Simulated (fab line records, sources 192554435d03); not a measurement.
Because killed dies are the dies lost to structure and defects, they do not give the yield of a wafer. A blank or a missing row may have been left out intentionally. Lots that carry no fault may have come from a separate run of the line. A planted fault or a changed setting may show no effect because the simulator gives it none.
fab line records ; flow n5Finfet
record lots=5; wafers=12; lastDay=16
route steps=1938 shown BEOL_M9@1437
lots that met no fault: from a run of the same line without faults
startH: hours from the record's opening day to when the first of the lot's shown wafers began ; waitH: hours elapsed since this lot's preceding step ; " as in the row above ; L1.1+2: a single row standing in for several wafers ; - either no value or no given start ; * or withheld: withheld ; < > ~ a bound
route shown NAME@n: a module of which the file shows steps, and the number in the route of the first ; usual: the fault-free wafers' mean and standard deviation ; same: alike in all rows ; chamber/n: place in a boat ; sites: each site's reading ; _std_site: the standard deviation of these ; _edge_site: outer sites' mean less inner sites' ; radiusMm: for every site, how far away it sits from the centre of the wafer ; mask NAME#n: copy n ; behind: the tool/chamber that last shaped the wafer ; hold: cause of the lot's hold/its duration in hours/its outcome ; device: whichever transistor did not switch (one of n, p or np) ; end of line: tests of these same wafers at the route's end ; step lacking rows: just its recipe ; killed: count of dies lost to structure and defects at first sort (not the wafer's yield) ; map: a wafer's dies, x killed, . not, _ none there
set.NAME: the setting as run; set.NAME@STEP: as run at that earlier step ; model.NAME: the simulator's own value behind a step, which no gauge read
a table for each step, a row for each wafer; lots at some steps of the route
services: a tool's chamber out of use, with start hour (startH, from the record's first day; less than 0 if before it), hours out, and reason
## steps
# step N5_BEOL_M9_DESCUM_33
# recipe chemistry=O2; timeS=7; sourcePowerW=50; biasPowerW=20; pressureMtorr=20; rfFrequencyHz=2.712e+07; tempC=40; resist=CAR-EUV; o2FlowSccm=225
# step N5_BEOL_M9_ETCH_76
# recipe chemistry=N2/H2; target=underlayer; targetDepthA=65; maskMaterial=CAR-EUV; timeS=5.2; ionEnergyEv=200; pressureMtorr=30; sourceW=840; biasW=150; n2FlowSccm=200; h2FlowSccm=200; ends=cleared
# step N5_BEOL_M9_ETCH_65
# recipe chemistry=CF4; target=SiARC; targetDepthA=156; maskMaterial=CAR-EUV; timeS=26; ionEnergyEv=80; pressureMtorr=40; sourceW=545; biasW=36; Ar_flow_sccm=100; cf4FlowSccm=100; ends=cleared
# step N5_BEOL_M9_ETCH_66
# recipe chemistry=N2/H2; target=SOC; targetDepthA=800; overetchA=160; maskMaterial=SiARC; tempC=40; timeS=120; ionEnergyEv=200; pressureMtorr=30; sourceW=840; biasW=150; n2FlowSccm=200; h2FlowSccm=200
# step N5_BEOL_M9_STRIP_69
# recipe chemistry=N2/H2; tempC=40; n2FlowSccm=200; h2FlowSccm=200; rfFrequencyHz=6e+07
# step N5_BEOL_M9_STRIP_77
# recipe chemistry=N2/H2; tempC=40; n2FlowSccm=200; h2FlowSccm=200; rfFrequencyHz=6e+07
# step N5_BEOL_M9_VIA_ETCH_34
# recipe chemistry=C4F6/O2; target=SiCOH_lowk; targetDepthA=1824; maskMaterial=SOC; taperDeg=4; timeS=68.4; ionEnergyEv=250; pressureMtorr=30; sourceW=345; biasW=185; Ar_flow_sccm=300; C4F6_flow_sccm=10; O2_flow_sccm=10
# step N5_BEOL_M9_STRIP_73
# recipe chemistry=C4F6/O2; resist=SiARC; rfFrequencyHz=6e+07
# step N5_BEOL_M9_STRIP_36
# recipe chemistry=N2/H2; powerW=450; tempC=40; pressureMtorr=20; rfFrequencyHz=6e+07; overashFraction=0.3; biasPowerW=7; h2Frac=0.5; n2FlowSccm=200; h2FlowSccm=200
# step N5_BEOL_M9_TRENCH_ETCH_37
# recipe chemistry=C4F6/O2; targetDepthA=1514.3; target=SiCOH_lowk; timeS=49; ionEnergyEv=250; pressureMtorr=30; sourceW=345; biasW=185; Ar_flow_sccm=300; C4F6_flow_sccm=10; O2_flow_sccm=10
# usual drypumpMotorCurrentA=5.6/0.44; mfcArSccm=300.0/0.92; oes_ar_750_au=0.76/0.087; oes_o_777_au=0.77/0.085; oesProductAu=0.75/0.091; rfVppV=663/11; runLengthS=72.3/0.48; showerheadPlenumPTorr=2.83/0.084; throttleValvePct=21.06/0.25
lot.wafer;tool;chamber;startH;waitH;drypumpMotorCurrentA;mfcArSccm;oes_ar_750_au;oes_o_777_au;oesProductAu;rfHoursCounterH;rfVppV;runLengthS;showerheadPlenumPTorr;throttleValvePct;model.etch.depthNm;model.BEOL_M9.featureDepthNm
L840.1;rieDiel-03;0;225.44;-;5.7;300.8;0.71;0.69;0.71;160;666;72.5;2.96;21.19;148.3;148.4
L840.3;rieDiel-03;2;225.44;-;5.5;300.5;0.75;0.75;0.73;181;645;72.2;2.74;21.28;147.6;147.6
L840.4;rieDiel-03;3;225.44;-;5.2;301.3;0.75;0.76;0.73;195;666;72.0;2.96;21.24;148.8;148.8
L841.2;rieDiel-04;0;232.34;-;4.7;300.8;0.68;0.70;0.68;219;670;71.9;2.71;21.19;149.7;149.8
L841.4;rieDiel-04;1;232.34;-;6.1;300.6;0.93;0.93;0.93;18;676;72.0;2.82;20.86;153;153
L841.5;rieDiel-04;3;232.34;-;5.9;299.0;0.72;0.74;0.70;-;669;73.1;2.81;21.41;149.1;149.2
L851.4;rieDiel-03;1;299.27;-;5.7;300.1;0.72;0.73;0.71;218;663;74.3;2.84;21.25;153.5;153.4
L851.6;rieDiel-03;3;299.27;-;5.2;300.4;0.73;0.75;0.72;-;664;72.4;2.95;21.27;149.4;149.4
L855.5;rieDiel-03;1;320.45;-;5.7;298.5;0.71;0.73;0.70;-;666;74.4;2.83;21.24;152.7;152.6
L855.6;rieDiel-03;2;320.45;-;5.5;299.1;0.72;0.73;0.70;-;645;71.9;2.73;21.34;146.6;146.6
L858.4;rieDiel-03;2;332.82;-;5.5;299.3;0.72;0.72;0.69;-;644;73.5;2.73;21.34;151.9;151.8
L858.6;rieDiel-03;0;332.82;-;5.7;298.7;0.68;0.68;0.69;-;665;72.6;2.94;21.26;149.7;149.8
# step N5_BEOL_M9_ETCH_41
# recipe chemistry=CH3F/O2; target=SiCN; targetDepthA=366; taperDeg=2; timeS=70.1; ionEnergyEv=120; maskMaterial=TiN; pressureMtorr=30; sourceW=395; biasW=75; Ar_flow_sccm=150; CH3F_flow_sccm=30; O2_flow_sccm=20
# step N5_BEOL_M9_STRIP_80
# recipe chemistry=N2/H2; timeS=10; powerW=450; tempC=40; pressureMtorr=20; rfFrequencyHz=6e+07; biasPowerW=7; n2FlowSccm=200; h2FlowSccm=200
# step N5_BEOL_M9_HM_STRIP_39
# recipe chemistry=peroxideTinStrip; material=TiN; targetDepthA=250; tempC=50; timeS=158
# step N5_BEOL_M9_SRD_40
# recipe timeS=30; tempC=23; rinseLiquid=diw; dry=ipaMarangoni
# step N5_BEOL_M9_PRECLEAN_42
# recipe chemistry=residueRemover; timeS=60; tempC=40
# step N5_BEOL_M9_SRD_43
# recipe timeS=30; tempC=23; rinseLiquid=diw; dry=ipaMarangoni
# step N5_BEOL_M9_CURE_72
# recipe tempC=370; timeS=120; ambient=DMADMS/He; material=SiCOH_lowk
# step N5_BEOL_M9_DEGAS_44
# recipe ambient=vacuum; tempC=250; timeS=60
# step N5_BEOL_M9_PRE_CLEAN_45
# recipe gas=H2/He; timeS=30; tempC=250
# step N5_BEOL_M9_ALD_74
# recipe material=TaN; targetThkA=20; tempC=275; aldPrecursorFamily=PDMAT; aldCoReactant=NH3; pressureTorr=3; carrierFlowSccm=1500; pulseTimeS=2; purgeTimeS=3; coReactantPurgeTimeS=2; coReactantPulseTimeS=3; aldCycles=40; precursorVesselTempC=75; precursorVesselPressureTorr=26.25; precursorVesselCarrierSccm=1000
# step N5_BEOL_M9_SURFACE_TREAT_79
# recipe gas=Ar; timeS=*; ionEnergyEv=*; ionCurrentMaCm2=0.5; pressureMtorr=*; arFlowSccm=30
# step N5_BEOL_M9_CVD_78
# recipe material=Co; targetThkA=20; tempC=withheld; precursor=CCTBA/H2; pressureTorr=30; timeS=138.9
# step N5_BEOL_M9_SPUTTER_48
# recipe material=Cu; targetThkA=120; tempC=-20; biasV=60; powerW=26000; chamberPressurePa=0.13; timeS=2
# step N5_BEOL_M9_ECD_50
# recipe material=Cu; targetThkA=3180
# step N5_BEOL_M9_ANNEAL_51
# recipe tempC=225; timeS=90; ambient=N2
# step N5_BEOL_M9_CMP_52
# recipe stopOn=SiCOH_lowk; tOverpolishS=7; downForcePsi=1; platenRpm=50; clearingPlatenDownForcePsi=1.5; clearingPlatenRpm=50; postCmpClean=cuAlkaline; targetThkNm=140; clearingPlatenPadVelocityMS=0.99484; padVelocityMS=0.99484
# usual barrierFieldEndpointS=28.7/0.63; motorCurrentA=6.3/0.64; overpolishRunS=7.000/0.0097; timeToEndpointS=66/3.1
# same tOverpolishS=7
lot.wafer;tool;chamber;startH;waitH;barrierFieldEndpointS;motorCurrentA;overpolishRunS;timeToEndpointS;model.Cu_of_BEOL_M9_ECD_50.thkNm
L840.3;cmp-03;1;228.93;0.2;28.2;7.4;7.008;65;135.6
L840.1;cmp-03;2;228.93;0.2;28.3;5.6;6.989;65;135.8
L840.4;cmp-03;0;228.93;0.2;28.1;6.2;6.989;67;135.8
L841.4;cmp-04;3;236.00;0.1;28.5;7.1;6.996;64;141.6
L841.2;cmp-04;2;236.00;0.1;29.3;5.4;7.010;73;139
L841.5;cmp-04;0;236.00;0.1;29.8;6.9;7.002;70;138.4
L851.4;cmp-02;1;301.29;0.2;28.6;6.1;7.011;66;141
L851.6;cmp-02;0;301.29;0.2;27.9;6.6;6.990;61;137.4
L855.6;cmp-04;1;323.53;0.2;28.8;5.4;7.009;68;135
L855.5;cmp-04;2;323.53;0.2;28.5;5.5;7.003;67;140.8
L858.4;cmp-02;2;334.96;0.2;29.9;6.2;7.008;76;143
L858.6;cmp-02;1;334.96;0.2;29.9;6.3;6.987;70;139.6
## services
tool;chamber;startH;hours;kind
cmp-03;-;222.71;2.0;repair
cmp-04;-;223.82;2.0;repair
rieDiel-04;0;241.77;2.9;repair
rieDiel-03;3;243.02;4.6;repair
cmp-03;-;249.92;4.0;pm
cmp-03;-;253.92;-;consumableReplace:conditioner
cmp-03;-;253.92;-;consumableReplace:pad
cmp-04;-;254.89;5.3;pm
rieDiel-04;3;266.66;7.7;repair
cmp-03;-;269.87;0.8;repair
cmp-03;-;277.03;0.6;repair
rieDiel-04;3;288.44;-;clean
rieDiel-04;3;288.44;-;consumableReplace:focusRing
rieDiel-04;3;288.44;14.5;scheduledDown
rieDiel-04;3;288.44;14.5;ventCycle
cmp-03;-;290.48;0.4;repair
rieDiel-03;2;305.25;9.0;repair
cmp-03;-;318.91;0.3;repair
cmp-02;-;333.85;0.5;repair
## key
firstSign step=N5_BEOL_M9_TRENCH_ETCH_37; reading=runLengthS; direction=up; sigmas=3.7; usual=*; struck=*
effect none on later readings
modelEffect step=N5_BEOL_M9_TRENCH_ETCH_37; value=etch.depthNm; without=147; struck=152.7
modelEffect step=N5_BEOL_M9_CMP_52; value=Cu_of_BEOL_M9_ECD_50.thkNm; without=135.8; struck=141.6
metAt N5_BEOL_M9_TRENCH_ETCH_37
struckWafers L851.4,L855.5,L858.4
onsetBetween 225.44 299.27
fault kind=processParameterDrift; tool=rieDiel-03; chamber=-; onsetH=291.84; steps=N5_BEOL_M9_TRENCH_ETCH_37; channel=timeS; offset=*; shape=step; endH=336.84; scope=struckWafersOnly; actsIn=*; stated=*
